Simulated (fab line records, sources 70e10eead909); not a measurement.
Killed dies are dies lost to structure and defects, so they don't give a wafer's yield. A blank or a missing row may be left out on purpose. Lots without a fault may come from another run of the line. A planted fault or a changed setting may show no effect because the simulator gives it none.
fab line records | flow nand_harc | part 1 of 2: steps 1 to 33 of 45
record lots=5 wafers=15 last_day=31
route steps=1302 shown P_ZERO_WELL@23
lots that met no fault: from a run of the same line without faults
start_h: hours from the record's first day to the start of the lot's first wafer shown | wait_h: hours since the lot's step before | " the same as in the row above | L1.1+2: a row that stands for several wafers | - no value, or no start given | * or withheld: withheld | < > ~ a bound
route shown NAME@n: a module of which the file shows steps, and the number in the route of the first | usual: mean/standard deviation of fault-free wafers | same: alike in all rows | chamber/n: place in a boat | sites: the reading at each site | _std_site: their standard deviation | _edge_site: outer sites' mean less inner sites' | radius_mm: how far each site lies from the wafer's centre | mask NAME#n: copy n | behind: the tool/chamber that last shaped the wafer | hold: why the lot was held/for how many hours/how that ended | device: the transistor (n, p or np) that didn't switch | end of line: the same wafers' tests at the end of the route | a step without rows: its recipe alone | killed: dies lost to structure and defects at the first sort, not the wafer's yield | map: a wafer's dies, x killed, . not, _ none there
set.NAME: the setting as run; set.NAME@STEP: as run at that earlier step | model.NAME: the simulator's own value behind a step, which no gauge read
lots at some steps of the route; a table a step, a row a wafer
services: from which hour (start_h, from the record's first day; less than 0 if before it) a tool's chamber was out of use, for how many hours, and why
## steps
# step NHARC_P_ZERO_WELL_COAT_18
# recipe spin_rpm=withheld
# columns lot.wafer tool chamber start_h wait_h
L074.1+2+5 litho_track-05 0 - -
L077.2+3+5 litho_track-05 0 - -
L081.1+4+5 litho_track-05 0 - -
L084.1+2+3 litho_track-03 0 - -
L092.2+4+5 litho_track-05 0 - -
# step NHARC_P_ZERO_WELL_SOFTBAKE_19
# recipe temp_c=122 time_s=95
# columns lot.wafer tool chamber start_h wait_h
L074.1+2+5 litho_track-05 0 - -
L077.2+3+5 litho_track-05 0 - -
L081.1+4+5 litho_track-05 0 - -
L084.1+2+3 litho_track-03 0 - -
L092.2+4+5 litho_track-05 0 - -
# step NHARC_P_ZERO_WELL_EBR_20
# columns lot.wafer tool chamber start_h wait_h
L074.1+2+5 litho_track-05 0 - -
L077.2+3+5 litho_track-05 0 - -
L081.1+4+5 litho_track-05 0 - -
L084.1+2+3 litho_track-03 0 - -
L092.2+4+5 litho_track-05 0 - -
# step NHARC_P_ZERO_WELL_EXPOSE_21
# recipe na=0.6 target_cd_nm=720 dose_mj=22.31 mask_id=P_NWELL
# usual reticle_temp_C=23.00/0.12
# columns lot.wafer tool chamber start_h wait_h mask reticle_temp_C
L074.1 krf_scanner-02 0 22.31 - P_NWELL#0 23.03
L074.2 " 0 " " P_NWELL#0 23.10
L074.5 " 0 " " P_NWELL#0 22.92
L077.2 krf_scanner-01 0 52.86 - P_NWELL#0 22.83
L077.3 " 0 " " P_NWELL#0 22.71
L077.5 " 0 " " P_NWELL#0 22.92
L081.1 krf_scanner-02 0 92.45 - P_NWELL#0 22.98
L081.4 " 0 " " P_NWELL#0 22.82
L081.5 " 0 " " P_NWELL#0 23.13
L084.1 krf_scanner-03 0 122.44 - P_NWELL#0 23.01
L084.2 " 0 " " P_NWELL#0 23.15
L084.3 " 0 " " P_NWELL#0 22.98
L092.2 krf_scanner-01 0 202.32 - P_NWELL#0 22.94
L092.4 " 0 " " P_NWELL#0 22.91
L092.5 " 0 " " P_NWELL#0 22.95
# step NHARC_P_ZERO_WELL_PEB_22
# recipe peb_temp_c=118 peb_time_s=85
# columns lot.wafer tool chamber start_h wait_h
L074.1+2+5 litho_track-02 0 22.37 0.1
L077.2+3+5 litho_track-03 0 52.92 0.1
L081.1+4+5 litho_track-03 0 92.52 0.1
L084.1+2+3 litho_track-05 0 122.51 0.1
L092.2+4+5 litho_track-02 0 202.38 0.1
# step NHARC_P_ZERO_WELL_DEVELOP_23
# recipe time_s=70
# columns lot.wafer tool chamber start_h wait_h
L074.1+2+5 litho_track-02 0 - -
L077.2+3+5 litho_track-03 0 - -
L081.1+4+5 litho_track-03 0 - -
L084.1+2+3 litho_track-05 0 - -
L092.2+4+5 litho_track-02 0 - -
# step NHARC_P_ZERO_WELL_CD_MEAS_24
# recipe target_cd_nm=720 landing_energy_ev=500
# usual cd_nm=720.0/1.6
# same landing_energy_ev=500
# columns lot.wafer tool chamber start_h wait_h cd_nm
L074.1 cd_sem-01 0 22.46 - 720.5
L074.2 " 0 " " 720.1
L074.5 " 0 " " 721.1
L077.2 cd_sem-01 0 53.01 - 721.4
L077.3 " 0 " " 720.4
L077.5 " 0 " " 720.7
L081.1 cd_sem-02 0 92.61 - 720.8
L081.4 " 0 " " 720.3
L081.5 " 0 " " 720.1
L084.1 cd_sem-03 0 122.60 - 721.2
L084.2 " 0 " " 720.7
L084.3 " 0 " " 721.2
L092.2 cd_sem-01 0 202.47 - 719.1
L092.4 " 0 " " 718.6
L092.5 " 0 " " 719.0
# step NHARC_P_ZERO_WELL_HARDBAKE_25
# recipe temp_c=125 time_s=80
# columns lot.wafer tool chamber start_h wait_h
L074.1+2+5 litho_track-05 0 22.54 -
L077.2+3+5 litho_track-05 0 53.09 -
L081.1+4+5 litho_track-05 0 92.69 -
L084.1+2+3 litho_track-03 0 122.68 -
L092.2+4+5 litho_track-03 0 202.55 -
# step NHARC_P_ZERO_WELL_DESCUM_26
# recipe time_s=3 o2_flow_sccm=200 ar_flow_sccm=0 bias_power_w=0 chemistry=O2
# usual drypump_motor_current_A=5.6/0.45 mfc_ar_sccm=0.008/0.01 oes_product_au=1.000/0.0073 rf_vpp_V=57.7/0.86 showerhead_plenum_p_Torr=1.88/0.06 throttle_valve_pct=11.312/0.0083
# columns lot.wafer tool chamber start_h wait_h drypump_motor_current_A mfc_ar_sccm oes_product_au rf_hours_counter_h rf_vpp_V showerhead_plenum_p_Torr throttle_valve_pct
L074.2 rie_diel-05 1 22.64 - 4.8 0 0.993 40 57.4 2.00 11.327
L074.1 " 2 " " 6.3 0.010 0.999 38 57.0 1.92 11.323
L074.5 " 0 " " 6.1 0 0.997 - 58.1 1.95 11.319
L077.2 rie_diel-04 3 53.18 - 6.2 0 1.005 15 57.8 1.97 11.314
L077.3 " 0 " " 5.6 0 1.012 19 58.1 1.87 11.326
L077.5 " 3 " " 6.1 0 1.001 - 57.8 1.97 11.310
L081.1 rie_diel-02 0 92.77 - 5.1 0 0.990 13 57.1 1.88 11.312
L081.4 " 1 " " 5.7 0 0.993 14 59.1 1.80 11.311
L081.5 " 1 " " 5.7 0 0.993 - 56.7 1.80 11.302
L084.1 rie_diel-04 1 122.77 - 5.8 0 1.011 41 59.1 1.90 11.326
L084.3 " 2 " " 5.1 0.018 0.994 39 56.9 1.84 11.329
L084.2 " 3 " " 6.2 0 1.006 29 58.4 1.97 11.313
L092.4 rie_diel-02 3 202.63 - 5.6 0.023 1.006 52 56.7 1.80 11.318
L092.2 " 0 " " 5.1 0 0.997 56 58.5 1.86 11.289
L092.5 " 3 " " 5.6 0.023 1.006 - 56.8 1.80 11.325
# step NHARC_P_ZERO_WELL_IMPLANT_27
# recipe energy_kev=600 dose_cm2=1e+13 tilt_deg=7
# usual faraday_current_uA=127.0/2.5
# columns lot.wafer tool chamber start_h wait_h faraday_current_uA
L074.1 implanter-01 0 22.77 0.1 128.6
L074.2 " 0 " " 127.3
L074.5 " 0 " " 124.3
L077.2 implanter-01 0 53.35 0.2 120.7
L077.3 " 0 " " 126.8
L077.5 " 0 " " 125.5
L081.1 implanter-01 0 92.92 0.1 125.3
L081.4 " 0 " " 127.5
L081.5 " 0 " " 127.6
L084.1 implanter-01 0 122.90 0.1 125.0
L084.2 " 0 " " 130.2
L084.3 " 0 " " 129.8
L092.2 implanter-02 0 202.81 0.2 125.2
L092.4 " 0 " " 124.9
L092.5 " 0 " " 128.3
# step NHARC_P_ZERO_WELL_IMPLANT_57
# recipe energy_kev=250 dose_cm2=4e+12 tilt_deg=7
# usual faraday_current_uA=50.8/1.1
# columns lot.wafer tool chamber start_h wait_h faraday_current_uA
L074.1 implanter-01 0 22.95 0.1 52.4
L074.2 " 0 " " 51.0
L074.5 " 0 " " 50.9
L077.2 implanter-01 0 53.53 0.2 50.1
L077.3 " 0 " " 51.3
L077.5 " 0 " " 50.4
L081.1 implanter-01 0 93.10 0.2 50.1
L081.4 " 0 " " 48.5
L081.5 " 0 " " 49.5
L084.1 implanter-01 0 123.08 0.1 51.5
L084.2 " 0 " " 50.6
L084.3 " 0 " " 48.5
L092.2 implanter-02 0 202.98 0.1 50.4
L092.4 " 0 " " 53.1
L092.5 " 0 " " 50.5
# step NHARC_P_ZERO_WELL_IMPLANT_58
# recipe energy_kev=100 dose_cm2=2e+12 tilt_deg=7
# usual faraday_current_uA=25.5/0.5
# columns lot.wafer tool chamber start_h wait_h faraday_current_uA
L074.1 implanter-01 0 23.14 0.2 25.0
L074.2 " 0 " " 25.5
L074.5 " 0 " " 25.0
L077.2 implanter-01 0 53.71 0.1 26.4
L077.3 " 0 " " 25.4
L077.5 " 0 " " 25.7
L081.1 implanter-01 0 93.28 0.2 24.8
L081.4 " 0 " " 25.1
L081.5 " 0 " " 25.8
L084.1 implanter-01 0 123.26 0.1 25.6
L084.2 " 0 " " 25.7
L084.3 " 0 " " 26.3
L092.2 implanter-02 0 203.16 0.1 25.5
L092.4 " 0 " " 25.2
L092.5 " 0 " " 25.7
# step NHARC_P_ZERO_WELL_STRIP_28
# recipe time_s=840 temp_c=130 chemistry=SPM
# usual bath_heat_duty_pct=14.7/1.7
# columns lot.wafer tool chamber start_h wait_h bath_heat_duty_pct
L074.5 wet_bench-07 5 23.36 0.1 15.5
L074.2 " 7 " " 13.6
L074.1 " 0 " " 15.4
L077.5 wet_bench-07 0 53.90 0.1 15.2
L077.2 " 2 " " 12.5
L077.3 " 3 " " 17.7
L081.4 wet_bench-03 2 93.50 0.1 14.2
L081.1 " 3 " " 13.7
L081.5 " 6 " " 15.0
L084.2 wet_bench-07 4 123.47 0.2 16.5
L084.3 " 5 " " 13.7
L084.1 " 1 " " 10.7
L092.4 wet_bench-06 5 203.36 0.1 16.6
L092.2 " 6 " " 14.2
L092.5 " 7 " " 18.7
# step NHARC_P_ZERO_WELL_DEHYDRATE_29
# recipe temp_c=150 time_s=120
# columns lot.wafer tool chamber start_h wait_h
L074.1+2+5 litho_track-05 0 23.68 -
L077.2+3+5 litho_track-03 0 54.22 -
L081.1+4+5 litho_track-02 0 93.83 -
L084.1+2+3 litho_track-05 0 123.81 -
L092.2+4+5 litho_track-03 0 203.68 -
# step NHARC_P_ZERO_WELL_HMDS_30
# recipe time_s=30
# columns lot.wafer tool chamber start_h wait_h
L074.1+2+5 litho_track-05 0 - -
L077.2+3+5 litho_track-03 0 - -
L081.1+4+5 litho_track-02 0 - -
L084.1+2+3 litho_track-05 0 - -
L092.2+4+5 litho_track-03 0 - -
# step NHARC_P_ZERO_WELL_COAT_31
# recipe spin_rpm=withheld
# columns lot.wafer tool chamber start_h wait_h
L074.1+2+5 litho_track-05 0 - -
L077.2+3+5 litho_track-03 0 - -
L081.1+4+5 litho_track-02 0 - -
L084.1+2+3 litho_track-05 0 - -
L092.2+4+5 litho_track-03 0 - -
# step NHARC_P_ZERO_WELL_SOFTBAKE_32
# recipe temp_c=122 time_s=95
# columns lot.wafer tool chamber start_h wait_h
L074.1+2+5 litho_track-05 0 - -
L077.2+3+5 litho_track-03 0 - -
L081.1+4+5 litho_track-02 0 - -
L084.1+2+3 litho_track-05 0 - -
L092.2+4+5 litho_track-03 0 - -
# step NHARC_P_ZERO_WELL_EBR_33
# columns lot.wafer tool chamber start_h wait_h
L074.1+2+5 litho_track-05 0 - -
L077.2+3+5 litho_track-03 0 - -
L081.1+4+5 litho_track-02 0 - -
L084.1+2+3 litho_track-05 0 - -
L092.2+4+5 litho_track-03 0 - -
# step NHARC_P_ZERO_WELL_EXPOSE_34
# recipe na=0.6 target_cd_nm=720 dose_mj=22.31 mask_id=P_PWELL
# usual reticle_temp_C=23.00/0.089
# columns lot.wafer tool chamber start_h wait_h mask reticle_temp_C
L074.1 krf_scanner-01 0 23.82 - P_PWELL#0 23.02
L074.2 " 0 " " P_PWELL#0 22.98
L074.5 " 0 " " P_PWELL#0 22.91
L077.2 krf_scanner-02 0 54.50 - P_PWELL#0 22.97
L077.3 " 0 " " P_PWELL#0 23.08
L077.5 " 0 " " P_PWELL#0 23.00
L081.1 krf_scanner-03 0 94.10 - P_PWELL#0 22.90
L081.4 " 0 " " P_PWELL#0 22.88
L081.5 " 0 " " P_PWELL#0 22.87
L084.1 krf_scanner-01 0 123.95 - P_PWELL#0 23.02
L084.2 " 0 " " P_PWELL#0 23.00
L084.3 " 0 " " P_PWELL#0 22.99
L092.2 krf_scanner-03 0 203.83 - P_PWELL#0 23.14
L092.4 " 0 " " P_PWELL#0 23.05
L092.5 " 0 " " P_PWELL#0 23.05
# step NHARC_P_ZERO_WELL_PEB_35
# recipe peb_temp_c=118 peb_time_s=85
# columns lot.wafer tool chamber start_h wait_h
L074.1+2+5 litho_track-02 0 23.89 0.1
L077.2+3+5 litho_track-05 0 54.56 0.1
L081.1+4+5 litho_track-05 0 94.16 0.1
L084.1+2+3 litho_track-02 0 124.01 0.1
L092.2+4+5 litho_track-03 0 203.89 0.1
# step NHARC_P_ZERO_WELL_DEVELOP_36
# recipe time_s=70
# columns lot.wafer tool chamber start_h wait_h
L074.1+2+5 litho_track-02 0 - -
L077.2+3+5 litho_track-05 0 - -
L081.1+4+5 litho_track-05 0 - -
L084.1+2+3 litho_track-02 0 - -
L092.2+4+5 litho_track-03 0 - -
# step NHARC_P_ZERO_WELL_CD_MEAS_37
# recipe target_cd_nm=720 landing_energy_ev=500
# usual cd_nm=720.2/1.2
# same landing_energy_ev=500
# columns lot.wafer tool chamber start_h wait_h cd_nm
L074.1 cd_sem-02 0 23.98 - 721.3
L074.2 " 0 " " 721.5
L074.5 " 0 " " 720.8
L077.2 cd_sem-02 0 54.65 - 720.5
L077.3 " 0 " " 720.2
L077.5 " 0 " " 720.1
L081.1 cd_sem-03 0 94.25 - 721.7
L081.4 " 0 " " 720.1
L081.5 " 0 " " 721.9
L084.1 cd_sem-02 0 124.10 - 720.8
L084.2 " 0 " " 720.2
L084.3 " 0 " " 720.3
L092.2 cd_sem-02 0 203.98 - 720.6
L092.4 " 0 " " 720.2
L092.5 " 0 " " 719.1
# step NHARC_P_ZERO_WELL_HARDBAKE_38
# recipe temp_c=125 time_s=80
# columns lot.wafer tool chamber start_h wait_h
L074.1+2+5 litho_track-05 0 24.06 -
L077.2+3+5 litho_track-03 0 54.73 -
L081.1+4+5 litho_track-02 0 94.33 -
L084.1+2+3 litho_track-03 0 124.19 -
L092.2+4+5 litho_track-05 0 204.06 -
# step NHARC_P_ZERO_WELL_DESCUM_39
# recipe time_s=3 o2_flow_sccm=200 ar_flow_sccm=0 bias_power_w=0 chemistry=O2
# usual drypump_motor_current_A=5.6/0.45 mfc_ar_sccm=0.009/0.011 oes_product_au=1.000/0.0069 rf_vpp_V=57.7/0.84 showerhead_plenum_p_Torr=1.89/0.063 throttle_valve_pct=11.312/0.009
# columns lot.wafer tool chamber start_h wait_h drypump_motor_current_A mfc_ar_sccm oes_product_au rf_hours_counter_h rf_vpp_V showerhead_plenum_p_Torr throttle_valve_pct
L074.1 rie_diel-05 2 24.15 - 6.2 0.010 0.982 38 58.7 1.92 11.313
L074.2 " 0 " " 6.1 0 0.987 39 57.6 1.95 11.341
L074.5 " 2 " " 6.3 0.010 0.983 - 57.6 1.92 11.300
L077.3 rie_diel-02 1 54.81 - 5.7 0 0.993 2 57.9 1.81 11.306
L077.2 " 2 " " 5.7 0.027 1.002 2 56.1 1.97 11.308
L077.5 " 1 " " 5.7 0 0.992 - 57.9 1.81 11.313
L081.4 rie_diel-02 3 94.44 - 5.6 0.023 0.992 11 58.0 1.82 11.312
L081.1 " 0 " " 5.1 0 0.993 13 57.5 1.88 11.324
L081.5 " 1 " " 5.7 0 0.999 - 57.2 1.80 11.306
L084.3 rie_diel-02 2 124.34 - 5.8 0.027 0.995 22 57.5 1.96 11.315
L084.1 " 3 " " 5.6 0.023 0.998 24 57.4 1.81 11.311
L084.2 " 0 " " 5.1 0 0.993 29 59.3 1.87 11.304
L092.2 rie_diel-04 0 204.14 - 5.6 0 1.005 3 57.1 1.86 11.316
L092.4 " 1 " " 5.9 0 0.995 3 58.1 1.90 11.294
L092.5 " 1 " " 5.9 0 0.995 - 57.6 1.90 11.314
# step NHARC_P_ZERO_WELL_IMPLANT_40
# recipe energy_kev=300 dose_cm2=1e+13 tilt_deg=7
# usual faraday_current_uA=127.2/2.6
# columns lot.wafer tool chamber start_h wait_h faraday_current_uA
L074.1 implanter-02 0 24.28 0.1 125.6
L074.2 " 0 " " 126.5
L074.5 " 0 " " 130.7
L077.2 implanter-01 0 54.99 0.2 130.9
L077.3 " 0 " " 127.9
L077.5 " 0 " " 123.9
L081.1 implanter-01 0 94.56 0.1 126.1
L081.4 " 0 " " 124.0
L081.5 " 0 " " 125.0
L084.1 implanter-02 0 124.51 0.1 127.5
L084.2 " 0 " " 127.8
L084.3 " 0 " " 128.0
L092.2 implanter-02 0 204.31 0.2 127.6
L092.4 " 0 " " 127.0
L092.5 " 0 " " 122.6
# step NHARC_P_ZERO_WELL_IMPLANT_59
# recipe energy_kev=120 dose_cm2=5e+12 tilt_deg=7
# usual faraday_current_uA=63.4/1.2
# columns lot.wafer tool chamber start_h wait_h faraday_current_uA
L074.1 implanter-02 0 24.46 0.2 63.0
L074.2 " 0 " " 64.3
L074.5 " 0 " " 63.6
L077.2 implanter-01 0 55.17 0.2 63.0
L077.3 " 0 " " 63.9
L077.5 " 0 " " 63.2
L081.1 implanter-01 0 94.74 0.2 63.0
L081.4 " 0 " " 63.7
L081.5 " 0 " " 62.4
L084.1 implanter-02 0 124.69 0.2 62.7
L084.2 " 0 " " 64.2
L084.3 " 0 " " 61.2
L092.2 implanter-02 0 204.49 0.2 62.3
L092.4 " 0 " " 63.9
L092.5 " 0 " " 65.6
# step NHARC_P_ZERO_WELL_IMPLANT_60
# recipe energy_kev=30 dose_cm2=2e+12 tilt_deg=7
# usual faraday_current_uA=25.4/0.51
# columns lot.wafer tool chamber start_h wait_h faraday_current_uA
L074.1 implanter-02 0 24.64 0.1 25.2
L074.2 " 0 " " 25.4
L074.5 " 0 " " 26.4
L077.2 implanter-01 0 55.35 0.2 25.1
L077.3 " 0 " " 25.1
L077.5 " 0 " " 25.9
L081.1 implanter-01 0 94.92 0.1 25.0
L081.4 " 0 " " 24.7
L081.5 " 0 " " 26.0
L084.1 implanter-02 0 124.88 0.2 25.4
L084.2 " 0 " " 25.8
L084.3 " 0 " " 24.9
L092.2 implanter-02 0 204.67 0.1 25.5
L092.4 " 0 " " 24.7
L092.5 " 0 " " 24.5
# step NHARC_P_ZERO_WELL_STRIP_41
# recipe time_s=840 temp_c=130 chemistry=SPM
# usual bath_heat_duty_pct=14.6/1.9
# columns lot.wafer tool chamber start_h wait_h bath_heat_duty_pct
L074.2 wet_bench-03 7 24.87 0.2 12.8
L074.5 " 1 " " 15.1
L074.1 " 3 " " 14.3
L077.3 wet_bench-03 4 55.54 0.1 14.6
L077.2 " 6 " " 15.9
L077.5 " 1 " " 13.9
L081.4 wet_bench-03 0 95.13 0.1 14.7
L081.1 " 4 " " 15.0
L081.5 " 5 " " 13.8
L084.3 wet_bench-03 0 125.10 0.1 15.2
L084.2 " 2 " " 13.5
L084.1 " 3 " " 12.8
L092.5 wet_bench-07 3 204.86 0.1 17.4
L092.4 " 4 " " 17.6
L092.2 " 5 " " 15.7
# step NHARC_P_ZERO_WELL_DEHYDRATE_44
# recipe temp_c=150 time_s=120
# columns lot.wafer tool chamber start_h wait_h
L074.1+2+5 litho_track-02 0 25.23 -
L077.2+3+5 litho_track-05 0 55.87 -
L081.1+4+5 litho_track-03 0 95.46 -
L084.1+2+3 litho_track-02 0 125.42 -
L092.2+4+5 litho_track-03 0 205.19 -
# step NHARC_P_ZERO_WELL_HMDS_45
# recipe time_s=30
# columns lot.wafer tool chamber start_h wait_h
L074.1+2+5 litho_track-02 0 - -
L077.2+3+5 litho_track-05 0 - -
L081.1+4+5 litho_track-03 0 - -
L084.1+2+3 litho_track-02 0 - -
L092.2+4+5 litho_track-03 0 - -
# step NHARC_P_ZERO_WELL_COAT_46
# recipe spin_rpm=withheld
# columns lot.wafer tool chamber start_h wait_h
L074.1+2+5 litho_track-02 0 - -
L077.2+3+5 litho_track-05 0 - -
L081.1+4+5 litho_track-03 0 - -
L084.1+2+3 litho_track-02 0 - -
L092.2+4+5 litho_track-03 0 - -
# step NHARC_P_ZERO_WELL_SOFTBAKE_47
# recipe temp_c=122 time_s=95
# columns lot.wafer tool chamber start_h wait_h
L074.1+2+5 litho_track-02 0 - -
L077.2+3+5 litho_track-05 0 - -
L081.1+4+5 litho_track-03 0 - -
L084.1+2+3 litho_track-02 0 - -
L092.2+4+5 litho_track-03 0 - -
# step NHARC_P_ZERO_WELL_EBR_48
# columns lot.wafer tool chamber start_h wait_h
L074.1+2+5 litho_track-02 0 - -
L077.2+3+5 litho_track-05 0 - -
L081.1+4+5 litho_track-03 0 - -
L084.1+2+3 litho_track-02 0 - -
L092.2+4+5 litho_track-03 0 - -
